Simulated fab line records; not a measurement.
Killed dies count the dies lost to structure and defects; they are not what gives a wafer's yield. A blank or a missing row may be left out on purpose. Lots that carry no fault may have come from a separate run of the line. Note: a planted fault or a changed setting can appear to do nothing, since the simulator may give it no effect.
Matching of chambers + flow nandHarc + NHARC_A_CONTACT_ETCH_88 on rieDiel-07: 4 sister chambers
The step etches the open film in CF4, target depth 39 nm, time 65 s. 4 wafers are shown with their chamber, then 10 later ones without.

WAFERS WITH THEIR CHAMBER
| wafer  | chamber | showerheadPlenumPTorr (Torr) |
|--------|---------|------------------------------|
| L083.3 | 2       | 1.91                         |
| L090.6 | 1       | 1.80                         |
| L089.1 | 0       | 1.86                         |
| L089.3 | 3       | 1.64                         |

WAFERS WITHOUT THEIR CHAMBER
| wafer  | showerheadPlenumPTorr (Torr) |
|--------|------------------------------|
| L089.6 | 1.90                         |
| L092.2 | 1.86                         |
| L092.5 | 1.64                         |
| L092.6 | 1.86                         |
| L096.2 | 1.80                         |
| L096.3 | 1.86                         |
| L096.4 | 1.90                         |
| L097.1 | 1.90                         |
| L097.4 | 1.86                         |
| L097.5 | 1.86                         |

EACH ONE'S CHAMBER
| wafer  | from the rows above | in truth |
|--------|---------------------|----------|
| L089.6 | 2                   | 2        |
| L092.2 | 0                   | 0        |
| L092.5 | 3                   | 3        |
| L092.6 | 0                   | 0        |
| L096.2 | 1                   | 1        |
| L096.3 | 0                   | 0        |
| L096.4 | 2                   | 2        |
| L097.1 | 2                   | 2        |
| L097.4 | 0                   | 0        |
| L097.5 | 0                   | 0        |
Correct placement for 10 of the 10. Left unplaced by these rows: 0. 0 placed wrongly.
How it was worked out, from the rows above alone: a wafer's distance from a chamber is the root of the sum, over the readings, of the square of ((its reading less the chamber's mean) divided by the reading's scatter). If the next closest chamber is less than 2 further off than the closest, the wafer can't be placed; otherwise it belongs to the closest. Each chamber's mean is taken over the wafers shown for it. The scatter: root of mean squared gap, hidden wafer to nearest shown wafer, with one shown wafer a chamber.
